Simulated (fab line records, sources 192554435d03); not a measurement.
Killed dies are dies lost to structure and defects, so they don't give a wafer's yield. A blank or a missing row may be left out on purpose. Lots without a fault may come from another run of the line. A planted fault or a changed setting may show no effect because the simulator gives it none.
Which tool did it? | flow n5_finfet | 11 lots, 32 wafers sampled, at 5 steps of a route of 1938

WHAT THE GAUGES READ, wafer by wafer
N5_BEOL_M8_RS_MEAS_57: measures by four-point-probe.
lot  | measured     | on            | M8_RS (ohm/sq)
L481 | day 12 08:07 | film_metro-01 | 0.285 0.283 0.270
L482 | day 12 15:12 | film_metro-01 | 0.297 0.279 0.289
L484 | day 12 20:47 | film_metro-01 | 0.300 0.302 0.284
L485 | day 13 09:30 | film_metro-01 | 0.288 0.290 0.299
L487 | day 14 05:23 | film_metro-02 | 0.292 0.298
L488 | day 14 22:20 | film_metro-01 | 0.283 0.270 0.283
L493 | day 15 08:32 | film_metro-02 | 0.280 0.281 0.282
L492 | day 17 07:02 | film_metro-02 | 0.279 0.267 0.281
L498 | day 17 17:55 | film_metro-02 | 0.289 0.291 0.279
L503 | day 18 04:01 | film_metro-02 | 0.271 0.294 0.284
L502 | day 18 06:05 | film_metro-02 | 0.279 0.296 0.280

N5_BEOL_M9_INSPECT_13: inspects for defects (brightfield).
lot  | measured     | on                | raw_defect_count
L481 | day 12 09:47 | defect_inspect-01 | 293 394 270
L482 | day 12 18:28 | defect_inspect-01 | 464 383 262
L484 | day 12 22:08 | defect_inspect-02 | 480 417 360
L485 | day 13 10:57 | defect_inspect-02 | 413 307 343
L487 | day 14 07:28 | defect_inspect-02 | 381 246
L488 | day 14 23:38 | defect_inspect-02 | 403 350 529
L493 | day 15 11:13 | defect_inspect-02 | 264 356 946
L492 | day 17 08:32 | defect_inspect-02 | 1058 385 385
L498 | day 17 20:40 | defect_inspect-01 | 285 307 419
L503 | day 18 06:23 | defect_inspect-01 | 316 318 288
L502 | day 18 07:51 | defect_inspect-02 | 388 341 343

WHICH TOOL RAN EACH LOT (tool, then ch and the chambers of the sampled wafers, then the start)
lot  | N5_BEOL_M8_DEP_56               | N5_BEOL_M9_ILD_DEP_00           | N5_BEOL_M9_HM_DEP_02
L481 | pecvd-04 ch 0,1, day 12 08:03   | pecvd-03 ch 0,2, day 12 08:11   | pvd_sputter-03, day 12 09:21
L482 | pecvd-03 ch 0,2, day 12 15:08   | pecvd-03 ch 0,1,2, day 12 15:16 | pvd_sputter-02, day 12 18:02
L484 | pecvd-03 ch 0,1,2, day 12 20:43 | pecvd-02 ch 1,2, day 12 20:50   | pvd_sputter-01, day 12 21:34
L485 | pecvd-04 ch 0,1,2, day 13 09:27 | pecvd-02 ch 0,1,2, day 13 09:35 | pvd_sputter-03, day 13 10:31
L487 | pecvd-03 ch 0,2, day 14 05:19   | pecvd-02 ch 0, day 14 05:26     | pvd_sputter-02, day 14 06:55
L488 | pecvd-01 ch 0,1,2, day 14 22:16 | pecvd-02 ch 0,1,2, day 14 22:25 | pvd_sputter-01, day 14 23:08
L493 | pecvd-01 ch 0,1,2, day 15 08:28 | pecvd-03 ch 0,1,2, day 15 08:36 | pvd_sputter-01, day 15 10:40
L492 | pecvd-01 ch 0,1,2, day 17 06:58 | pecvd-03 ch 0,2, day 17 07:07   | pvd_sputter-01, day 17 07:59
L498 | pecvd-04 ch 0,2, day 17 17:50   | pecvd-04 ch 0,1,2, day 17 17:58 | pvd_sputter-03, day 17 20:14
L503 | pecvd-04 ch 0,1,2, day 18 03:56 | pecvd-02 ch 1,2, day 18 04:04   | pvd_sputter-03, day 18 05:58
L502 | pecvd-01 ch 0,1,2, day 18 06:01 | pecvd-04 ch 0,1,2, day 18 06:09 | pvd_sputter-03, day 18 07:18
- N5_BEOL_M8_DEP_56: deposits SiCN from 3MS/NH3, target thk 10 nm, time 17.5 s.
- N5_BEOL_M9_ILD_DEP_00: deposits SiCOH lowk from DEMS/porogen, target thk 308.51 nm, time 58 s.
- N5_BEOL_M9_HM_DEP_02: deposits TiN, target thk 20 nm.

WHAT THE TOOLS THEMSELVES READ (means of the sampled wafers that have a number; where no wafer has one, the mark that the record gives instead)
N5_BEOL_M8_DEP_56.
lot  | tool     | rf_fwd_power_W (W) | showerhead_plenum_p_Torr (Torr) | throttle_valve_pct (%)
L481 | pecvd-04 | 199.3              | 3.661                           | 9.0
L482 | pecvd-03 | 200.6              | 3.657                           | 9.3
L484 | pecvd-03 | 200.3              | 3.650                           | 8.9
L485 | pecvd-04 | 200.2              | 3.657                           | 9.0
L487 | pecvd-03 | 200.3              | 3.647                           | 9.2
L488 | pecvd-01 | 199.6              | 3.659                           | 8.4
L493 | pecvd-01 | 199.2              | 3.654                           | 8.5
L492 | pecvd-01 | 199.3              | 3.653                           | 8.5
L498 | pecvd-04 | 199.9              | 3.671                           | 9.1
L503 | pecvd-04 | 199.9              | 3.658                           | 9.0
L502 | pecvd-01 | 198.7              | 3.656                           | 8.6

N5_BEOL_M9_ILD_DEP_00.
lot  | tool     | heater_power_w (W) | rf_fwd_power_W (W) | showerhead_plenum_p_Torr (Torr) | throttle_valve_pct (%)
L481 | pecvd-03 | 379                | 494.9              | 5.728                           | 14.1
L482 | pecvd-03 | 383                | 495.9              | 5.725                           | 13.9
L484 | pecvd-02 | 390                | 496.6              | 5.753                           | 13.0
L485 | pecvd-02 | 366                | 497.6              | 5.743                           | 13.1
L487 | pecvd-02 | 322                | 497.1              | 5.732                           | 12.9
L488 | pecvd-02 | 342                | 496.2              | 5.746                           | 13.1
L493 | pecvd-03 | 375                | 499.0              | 5.725                           | 14.0
L492 | pecvd-03 | 324                | 496.7              | 5.716                           | 13.8
L498 | pecvd-04 | 371                | 496.3              | 5.734                           | 13.7
L503 | pecvd-02 | 377                | 497.4              | 5.747                           | 13.0
L502 | pecvd-04 | 355                | 496.4              | 5.734                           | 13.7

N5_BEOL_M9_HM_DEP_02.
lot  | tool           | throttle_valve_pct (%)
L481 | pvd_sputter-03 | 30.4
L482 | pvd_sputter-02 | 30.1
L484 | pvd_sputter-01 | 29.7
L485 | pvd_sputter-03 | 30.5
L487 | pvd_sputter-02 | 29.9
L488 | pvd_sputter-01 | 29.1
L493 | pvd_sputter-01 | 29.0
L492 | pvd_sputter-01 | 29.0
L498 | pvd_sputter-03 | 30.5
L503 | pvd_sputter-03 | 29.2
L502 | pvd_sputter-03 | 30.0

THE ANSWER, worked out from the rows above alone
Rule: what is usual is taken from the lots themselves. Put in order of their means at a reading, lots are off if they are a third of the lots or fewer, leave a main group of 4 or more, and stand apart from it by a gap of 3 or more times the standard deviation of the main group's means; of several such gaps the widest counts. A main group whose means are all the same, to the digits that the tables above print for the reading, isn't used. A lot without any number at a reading at which 4 lots or more have one is off too. The other lots that the step has rows for count as sound. The gauges are gone through in route order, then the tools' own readings, and for those a lot's mean is taken as printed above. The first step at which some lot is off is used, and at that step the reading that is off furthest; a lot without a number counts as furthest.
No lot is off at any reading shown: from this, nothing can be told.

WHAT THE SIMULATOR HAD PUT IN
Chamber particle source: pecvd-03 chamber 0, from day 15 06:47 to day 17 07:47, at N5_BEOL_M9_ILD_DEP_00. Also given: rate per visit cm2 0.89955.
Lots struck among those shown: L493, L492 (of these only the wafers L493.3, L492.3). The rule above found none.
